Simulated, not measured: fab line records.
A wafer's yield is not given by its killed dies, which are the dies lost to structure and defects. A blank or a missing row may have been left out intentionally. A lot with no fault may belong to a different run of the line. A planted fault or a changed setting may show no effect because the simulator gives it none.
fab line records | flow n5Finfet | part 2 of 2: steps 15 to 24 of 24
record lots=5 wafers=15 lastDay=15
route steps=1938 shown MOL_CONTACT_COAG@528
lots that met no fault: from a run of the same line without faults
startH: the number of hours between the record's first day and the start of the first shown wafer of the lot | waitH: hours since the lot's step before | " same as the row above | L1.1+2: several wafers, shown together as one row | - either no value or no given start | * or withheld: withheld | < > ~ a bound
route shown NAME@n: NAME is a module with steps in the file, n the number in the route of the first one | usual: mean/standard deviation taken from wafers without a fault | same: alike in all rows | chamber/n: place in a boat | sites: readings site by site | _std_site: standard deviation across them | _edge_site: inner sites' mean taken away from outer sites' mean | radiusMm: how far each site lies from the wafer's centre | mask NAME#n: copy n | behind: tool/chamber where the wafer was last shaped | hold: why the lot was held/for how many hours/how that ended | device: the n, p or np transistor that did not switch | end of line: the route-end tests of the same wafers | where a step has no rows: the recipe by itself | killed: dies lost to structure and defects at the first sort, not the wafer's yield | map: dies across one wafer; x = killed, . = not, _ = none there
set.NAME: the setting that was run; set.NAME@STEP: the one run at that earlier step | model.NAME: the simulator's own value behind a step, which no gauge read
certain route steps with their lots: each step a table, each wafer a row
services: from which hour (startH, from the record's first day; less than 0 if before it) a tool's chamber was out of use, for how many hours, and why
## steps
# step N5_MOL_CONTACT_COAG_PRECLEAN_111
# recipe chemistry=NF3:NH3 afsCycles=1 tempC=30 timeS=20 sublimationTempC=180 sublimationTimeS=60 pressureTorr=3 rfPowerW=30
# usual sublimationTempC=180.03/0.14
# columns lot.wafer tool chamber startH waitH sublimationTempC
L075.1 remotePlasma-01 1 100.65 1.4 179.75
L075.4 " 1 " " 180.08
L075.6 " 1 " " 179.94
L079.3 remotePlasma-02 0 123.10 0.3 179.76
L079.4 " 0 " " 180.05
L079.5 " 0 " " 179.90
L084.1 remotePlasma-02 1 150.89 0.5 180.03
L084.4 " 1 " " 180.08
L084.5 " 1 " " 179.91
L085.2 remotePlasma-02 1 156.95 1.3 179.96
L085.3 " 1 " " 179.94
L085.6 " 1 " " 179.89
L088.2 remotePlasma-01 0 175.10 0.4 180.03
L088.3 " 0 " " 179.97
L088.5 " 0 " " 180.05
# step N5_MOL_CONTACT_COAG_TI_SIL_19
# recipe material=Ti targetThkA=42 tempC=200 chamberPressurePa=5 powerW=5000 timeS=15
# usual throttleValvePct=29.9/1.2
# columns lot.wafer tool chamber startH waitH throttleValvePct
L075.1 pvdSputter-02 - 100.93 0.2 29.6
L075.4 " - " " 31.1
L075.6 " - " " 29.5
L079.3 pvdSputter-01 - 123.32 0.2 27.6
L079.4 " - " " 26.6
L079.5 " - " " 30.4
L084.1 pvdSputter-03 - 151.17 0.3 30.8
L084.4 " - " " 31.1
L084.5 " - " " 29.2
L085.2 pvdSputter-02 - 157.43 0.5 30.9
L085.3 " - " " 29.3
L085.6 " - " " 30.9
L088.2 pvdSputter-03 - 175.31 0.2 29.3
L088.3 " - " " 30.5
L088.5 " - " " 29.3
# step N5_MOL_CONTACT_COAG_ALD_20
# recipe material=TiN targetThkA=15 tempC=400 aldPrecursorFamily=TiCl4 aldCoReactant=NH3 pulseTimeS=1 purgeTimeS=3 coReactantPurgeTimeS=2 coReactantPulseTimeS=2 aldCycles=68 pressureTorr=3
# usual chamberPressureTorr=3.000/0.0065 heaterPowerW=856/110 precursorPulseHeightRel=1.000/0.019
# same aldCycles=68
# columns lot.wafer tool chamber startH waitH chamberPressureTorr heaterPowerW precursorPulseHeightRel
L075.1 aldMetal-02 3 101.05 0.1 3.000 1005 1.006
L075.4 " 0 " " 2.997 956 1.025
L075.6 " 3 " " 3.004 984 0.978
L079.3 aldMetal-01 1 123.44 0.1 3.005 859 0.973
L079.4 " 3 " " 3.006 903 0.983
L079.5 " 1 " " 3.003 884 0.985
L084.1 aldMetal-02 2 151.29 0.1 2.994 672 0.958
L084.4 " 1 " " 3.001 813 1.031
L084.5 " 1 " " 3.003 787 1.012
L085.2 aldMetal-02 1 157.55 0.1 3.001 796 1.003
L085.3 " 2 " " 3.007 653 0.985
L085.6 " 1 " " 3.003 807 1.017
L088.2 aldMetal-02 0 175.43 0.1 2.995 922 1.000
L088.3 " 1 " " 2.992 795 1.008
L088.5 " 2 " " 3.006 660 0.996
# step N5_MOL_CONTACT_COAG_SIL_ANNEAL_21
# recipe tempC=550 timeS=60 ambient=N2
# usual lampPowerPct=6.33/0.12 lamp_zone_6_pct=6.27/0.12 wafer_temp_C_max=551.8/0.6
# columns lot.wafer tool chamber startH waitH lampPowerPct lamp_zone_6_pct wafer_temp_C_max
L075.1 rtpAnneal-01 0 101.43 0.2 6.22 6.16 551.5
L075.4 " 0 " " 6.22 6.16 551.4
L075.6 " 0 " " 6.22 6.16 551.1
L079.3 rtpAnneal-01 0 123.88 0.3 6.23 6.16 551.3
L079.4 " 0 " " 6.21 6.17 550.8
L079.5 " 0 " " 6.22 6.17 551.7
L084.1 rtpAnneal-02 0 151.67 0.2 6.45 6.40 551.7
L084.4 " 0 " " 6.46 6.42 552.6
L084.5 " 0 " " 6.46 6.40 552.1
L085.2 rtpAnneal-01 0 158.04 0.3 6.22 6.16 551.2
L085.3 " 0 " " 6.21 6.17 551.9
L085.6 " 0 " " 6.22 6.17 551.4
L088.2 rtpAnneal-02 0 175.83 0.2 6.46 6.41 551.9
L088.3 " 0 " " 6.46 6.40 552.0
L088.5 " 0 " " 6.45 6.40 551.5
# step N5_MOL_CONTACT_COAG_PRE_CLEAN_141
# recipe gas=H2/He timeS=60 tempC=300
# usual heaterPowerW=450/49
# columns lot.wafer tool chamber startH waitH heaterPowerW
L075.1 pvdSputter-02 - 103.47 2.0 449
L075.4 " - " " 343
L075.6 " - " " 419
L079.3 pvdSputter-02 - 125.61 1.7 451
L079.4 " - " " 335
L079.5 " - " " 437
L084.1 pvdSputter-01 - 152.30 0.6 433
L084.4 " - " " 494
L084.5 " - " " 436
L085.2 pvdSputter-01 - 159.18 1.1 556
L085.3 " - " " 455
L085.6 " - " " 440
L088.2 pvdSputter-03 - 176.21 0.3 405
L088.3 " - " " 480
L088.5 " - " " 491
# step N5_MOL_CONTACT_COAG_SPUTTER_143
# recipe material=Co targetThkA=25 tempC=25 chamberPressurePa=0.2
# usual throttleValvePct=29.7/1.4
# columns lot.wafer tool chamber startH waitH throttleValvePct
L075.1 pvdSputter-02 - 103.53 0.0 29.5
L075.4 " - " " 31.0
L075.6 " - " " 31.1
L079.3 pvdSputter-02 - 125.67 0.0 29.8
L079.4 " - " " 30.7
L079.5 " - " " 29.5
L084.1 pvdSputter-01 - 152.36 0.0 26.5
L084.4 " - " " 30.4
L084.5 " - " " 26.9
L085.2 pvdSputter-01 - 159.24 0.0 29.7
L085.3 " - " " 27.9
L085.6 " - " " 26.5
L088.2 pvdSputter-03 - 176.27 0.0 30.5
L088.3 " - " " 29.4
L088.5 " - " " 28.7
# step N5_MOL_CONTACT_COAG_CO_FILL_22
# recipe material=Co targetThkA=200 tempC=200 precursor=CCTBA/H2 pressureTorr=30
# usual chamberPressureTorr=29.99/0.071 heaterPowerW=245/35
# columns lot.wafer tool chamber startH waitH chamberPressureTorr heaterPowerW
L075.1 cvdCo-01 2 103.73 0.1 29.82 199
L075.4 " 2 " " 30.09 204
L075.6 " 0 " " 29.98 246
L079.3 cvdCo-01 0 126.08 0.4 29.99 251
L079.4 " 2 " " 29.98 202
L079.5 " 0 " " 29.87 250
L084.1 cvdCo-02 0 152.49 0.1 29.90 251
L084.4 " 2 " " 29.97 217
L084.5 " 0 " " 29.97 247
L085.2 cvdCo-02 1 159.39 0.1 30.02 322
L085.3 " 2 " " 29.97 220
L085.6 " 2 " " 29.94 227
L088.2 cvdCo-01 0 176.39 0.1 29.99 250
L088.3 " 2 " " 30.00 203
L088.5 " 2 " " 30.03 204
# step N5_MOL_CONTACT_COAG_ANNEAL_113
# recipe tempC=400 timeS=300 ambient=H2/N2
# usual lampPowerPct=2.72/0.051 lamp_zone_6_pct=2.69/0.051 wafer_temp_C_max=401.2/0.46
# columns lot.wafer tool chamber startH waitH lampPowerPct lamp_zone_6_pct wafer_temp_C_max
L075.1 rtpAnneal-02 0 104.46 0.4 2.78 2.75 401.4
L075.4 " 0 " " 2.78 2.75 401.3
L075.6 " 0 " " 2.78 2.75 401.8
L079.3 rtpAnneal-01 0 127.01 0.6 2.67 2.65 400.8
L079.4 " 0 " " 2.68 2.65 401.4
L079.5 " 0 " " 2.67 2.65 400.8
L084.1 rtpAnneal-01 0 153.11 0.3 2.67 2.65 401.0
L084.4 " 0 " " 2.67 2.64 400.7
L084.5 " 0 " " 2.67 2.65 400.9
L085.2 rtpAnneal-01 0 160.15 0.5 2.68 2.65 401.0
L085.3 " 0 " " 2.67 2.65 400.7
L085.6 " 0 " " 2.68 2.64 401.1
L088.2 rtpAnneal-01 0 177.20 0.5 2.68 2.65 401.1
L088.3 " 0 " " 2.68 2.65 401.1
L088.5 " 0 " " 2.68 2.65 400.7
# step N5_MOL_CONTACT_COAG_PRE_CLEAN_142
# recipe gas=H2/He timeS=60 tempC=300
# usual heaterPowerW=457/50
# columns lot.wafer tool chamber startH waitH heaterPowerW
L075.1 pvdSputter-01 - 106.67 2.1 435
L075.4 " - " " 463
L075.6 " - " " 435
L079.3 pvdSputter-01 - 128.90 1.7 503
L079.4 " - " " 455
L079.5 " - " " 433
L084.1 pvdSputter-01 - 154.74 1.5 456
L084.4 " - " " 425
L084.5 " - " " 553
L085.2 pvdSputter-02 - 163.33 3.0 335
L085.3 " - " " 448
L085.6 " - " " 439
L088.2 pvdSputter-02 - 178.53 1.2 339
L088.3 " - " " 433
L088.5 " - " " 443
# step N5_MOL_CONTACT_COAG_SPUTTER_130
# recipe material=Co targetThkA=475 tempC=25 chamberPressurePa=0.5 powerW=3000
# usual throttleValvePct=29.2/1.6
# columns lot.wafer tool chamber startH waitH throttleValvePct
L075.1 pvdSputter-01 - 106.73 0.0 26.8
L075.4 " - " " 27.6
L075.6 " - " " 26.7
L079.3 pvdSputter-01 - 128.96 0.0 30.3
L079.4 " - " " 27.4
L079.5 " - " " 26.6
L084.1 pvdSputter-01 - 154.80 0.0 27.7
L084.4 " - " " 26.6
L084.5 " - " " 29.7
L085.2 pvdSputter-02 - 163.39 0.0 30.8
L085.3 " - " " 31.1
L085.6 " - " " 29.8
L088.2 pvdSputter-02 - 178.59 0.0 30.6
L088.3 " - " " 30.8
L088.5 " - " " 29.3
## services
# columns tool chamber startH hours kind
cvdCo-01 2 80.00 3.1 repair
rieDiel-01 - 88.48 28.1 pm
rieDiel-04 - 101.30 0.5 repair
implanter-02 - 105.26 1.1 repair
aldMetal-01 - 112.91 0.6 repair
cvdCo-01 1 114.67 - clean
cvdCo-01 1 114.67 22.0 scheduledDown
cvdCo-01 1 114.67 22.0 ventCycle
aldMetal-02 - 146.85 2.4 repair
rieDiel-04 1 160.26 9.4 repair
implanter-02 - 170.80 1.8 repair
aldMetal-01 - 173.87 2.8 pm
implanter-02 - 175.04 1.6 repair
rieDiel-04 2 175.20 - clean
rieDiel-04 2 175.20 - consumableReplace:focusRing
rieDiel-04 2 175.20 17.6 scheduledDown
rieDiel-04 2 175.20 17.6 ventCycle
cvdCo-01 2 178.45 2.3 repair
